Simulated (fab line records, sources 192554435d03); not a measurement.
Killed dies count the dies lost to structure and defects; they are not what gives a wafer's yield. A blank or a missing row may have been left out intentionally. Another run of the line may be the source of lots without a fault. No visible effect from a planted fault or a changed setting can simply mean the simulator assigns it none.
Lot-split experiment	flow n5-finfet	39 wafers read across 7 lots, on a route 1938 steps long

ABOUT THE SPLIT
At N5_FIN_CUT_CUT_ETCH_26 (etches SiNx in CH3F/O2, target depth 39 nm, time 55.7 s), the setting target-depth-a was moved away from the recipe's 390 angstrom on 12 of the 39 wafers read, by -12.4% to +12.2%. This setting was run at the recipe's value on the other wafers.

The reading comes from the split's own step.

THE READING
etch.depth-nm (the simulator's own value, which no gauge read), in nm, at N5_FIN_CUT_CUT_ETCH_26 (etches SiNx in CH3F/O2, target depth 39 nm, time 55.7 s). No usual value for it is given in the file. The 27 wafers here that ran the recipe average 38.71 nm, standard deviation 0.76 nm.

wafer	tool, chamber at the split	target-depth-a as run, angstrom	against the recipe	etch.depth-nm, nm	against lot-mates on the recipe
L075.1	rie-diel-03, 3	390	recipe	37.61	-
L075.2	rie-diel-03, 1	390	recipe	38.2	-
L075.3	rie-diel-03, 2	375.2	-3.8%	37.87	-0.34
L075.4	rie-diel-03, 0	390	recipe	38.82	-
L075.5	rie-diel-03, 3	375.2	-3.8%	35.96	-2.25
L075.6	rie-diel-03, 2	375.2	-3.8%	38	-0.21
L076.1	rie-diel-02, 1	437.6	+12.2%	42.65	+3.80
L076.2	rie-diel-02, 2	437.6	+12.2%	43.15	+4.30
L076.3	rie-diel-02, 3	390	recipe	39.54	-
L076.4	rie-diel-02, 0	390	recipe	37.98	-
L076.5	rie-diel-02, 1	390	recipe	39.02	-
L076.6	rie-diel-02, 2	437.6	+12.2%	42.92	+4.07
L077.1	rie-diel-03, 2	390	recipe	39.31	-
L077.4	rie-diel-03, 3	390	recipe	37.8	-
L077.6	rie-diel-03, 3	390	recipe	37.38	-
L079.1	rie-diel-02, 2	341.7	-12.4%	33.19	-5.44
L079.2	rie-diel-02, 0	390	recipe	37.49	-
L079.3	rie-diel-02, 1	390	recipe	38.81	-
L079.4	rie-diel-02, 3	341.7	-12.4%	34.66	-3.97
L079.5	rie-diel-02, 3	390	recipe	39.58	-
L079.6	rie-diel-02, 2	341.7	-12.4%	33.22	-5.41
L089.1	rie-diel-01, 2	434.7	+11.5%	43.55	+4.38
L089.2	rie-diel-01, 0	434.7	+11.5%	43.68	+4.51
L089.3	rie-diel-01, 3	390	recipe	40.22	-
L089.4	rie-diel-01, 1	434.7	+11.5%	43.2	+4.03
L089.5	rie-diel-01, 1	390	recipe	38.53	-
L089.6	rie-diel-01, 2	390	recipe	38.76	-
L092.1	rie-diel-01, 3	390	recipe	39.79	-
L092.2	rie-diel-01, 2	390	recipe	38.3	-
L092.3	rie-diel-01, 0	390	recipe	38.46	-
L092.4	rie-diel-01, 3	390	recipe	39.92	-
L092.5	rie-diel-01, 0	390	recipe	38.72	-
L092.6	rie-diel-01, 2	390	recipe	38.11	-
L093.1	rie-diel-01, 2	390	recipe	38.23	-
L093.2	rie-diel-01, 0	390	recipe	38.51	-
L093.3	rie-diel-01, 3	390	recipe	39.53	-
L093.4	rie-diel-01, 0	390	recipe	38.77	-
L093.5	rie-diel-01, 3	390	recipe	39.67	-
L093.6	rie-diel-01, 2	390	recipe	38.16	-

THE FIT
A straight line over all 39 wafers: etch.depth-nm changes by +0.388 nm for each +1% of target-depth-a; r = +0.95; the points scatter about the line by 0.76 nm.
The same after taking each lot's own level away (the mean of its wafers on the recipe; 39 wafers): +0.365 nm for each +1%; r = +0.95; scatter 0.72 nm.
Per that fit: largest target-depth-a move, reading shift of 4.5 nm.
From 38.163 to 39.170 nm: that is the span of the lots' own levels, equal to 1.3 times the standard deviation above.
The two slopes agree, so the slope changes little with the lot-to-lot level.
Check: for one of the wafers moved furthest among these (-12.4%), held out of the fit, the line's prediction against its lot-mates is -4.38 nm. It came out at -5.44 nm against them.

THESE WAFERS: OTHER SPLITS
Other splits were also applied to these wafers ahead of the reading. Each is held against what the fit with the lots' levels taken away leaves over:
other split on the same wafers	wafers away from the commonest value	r with etch.depth-nm (lot level and that fit taken away)
N5_WELL_APT_EPI_41 target-thk-a	15	-0.11

THE FILE'S OWN FIT
etch.depth-nm changes by +0.365 nm for each +1% of target-depth-a, r = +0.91.
